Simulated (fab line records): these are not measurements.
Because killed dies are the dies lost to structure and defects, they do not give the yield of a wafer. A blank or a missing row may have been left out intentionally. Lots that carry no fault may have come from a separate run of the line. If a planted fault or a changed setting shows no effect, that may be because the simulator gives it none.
Chamber matching    flow n5-finfet    cmp-03 running N5_BEOL_M11_CMP_52: 4 sister chambers
The step polishes, stops on SiCOH lowk, t overpolish 7 s, target thk 140 nm. 20 wafers are shown with their chamber, then 10 later ones without.

== WAFERS PAIRED WITH THEIR CHAMBERS ==
wafer   chamber  motor-current-A (A)  time-to-endpoint-s (s)  barrier-field-endpoint-s (s)
L075.2  2        5.2                  62                      27.2
L075.4  1        7.0                  64                      28.3
L075.6  0        6.4                  69                      29.6
L079.1  2        5.4                  63                      28.0
L079.4  0        6.2                  73                      30.7
L079.5  3        5.8                  67                      29.3
L082.1  3        5.8                  68                      29.6
L082.2  2        5.4                  66                      28.5
L082.6  3        6.2                  65                      29.1
L081.2  3        5.9                  67                      28.7
L081.4  2        5.4                  63                      29.8
L081.6  3        5.8                  65                      29.3
L084.2  0        6.2                  73                      29.8
L084.3  1        7.0                  65                      28.5
L084.6  3        5.8                  66                      28.8
L085.1  0        6.0                  70                      30.0
L085.3  1        6.9                  65                      28.8
L085.6  3        5.5                  66                      28.7
L089.2  0        6.0                  75                      29.8
L089.5  2        5.5                  63                      29.0

SIGNATURES (averages over the wafers above)
reading                   chamber 0  chamber 1  chamber 2  chamber 3  scatter within a chamber
motor-current-A           6.160      6.967      5.380      5.829      0.162
time-to-endpoint-s        72.00      64.67      63.40      66.29      1.61
barrier-field-endpoint-s  29.980     28.533     28.500     29.071     0.585
Rule: for each reading, subtract the chamber's mean from the wafer's reading, divide by that reading's scatter and square the result; add these up over the readings and take the root, which gives the wafer's distance from the chamber. The wafer belongs to the nearest chamber; if the next one is less than 2 further off, it can't be placed. The scatter is the square root of a quotient: the sum, over the shown wafers, of each reading's squared deviation from its chamber's mean, divided by wafers minus chambers.

== WAFERS WITH NO CHAMBER GIVEN ==
wafer   motor-current-A (A)  time-to-endpoint-s (s)  barrier-field-endpoint-s (s)
L089.6  5.8                  66                      28.7
L090.2  5.8                  64                      27.7
L090.5  7.3                  65                      29.1
L090.6  6.4                  71                      30.0
L092.2  5.7                  66                      29.0
L092.3  6.5                  76                      30.7
L092.5  6.4                  74                      30.6
L095.3  5.3                  66                      29.2
L095.4  5.9                  71                      30.2
L095.5  5.8                  71                      30.1

== EACH ONE'S CHAMBER ==
wafer   from the rows above      in truth
L089.6  3                        3
L090.2  can't be placed: 3 or 2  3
L090.5  1                        1
L090.6  0                        0
L092.2  can't be placed: 3 or 2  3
L092.3  0                        0
L092.5  0                        0
L095.3  can't be placed: 2 or 3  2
L095.4  can't be placed: 0 or 3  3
L095.5  can't be placed: 0 or 3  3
Correctly placed: 5 of 10. Not placeable from these rows: 5 (in 5, the candidates include the true chamber). 0 placed wrongly.
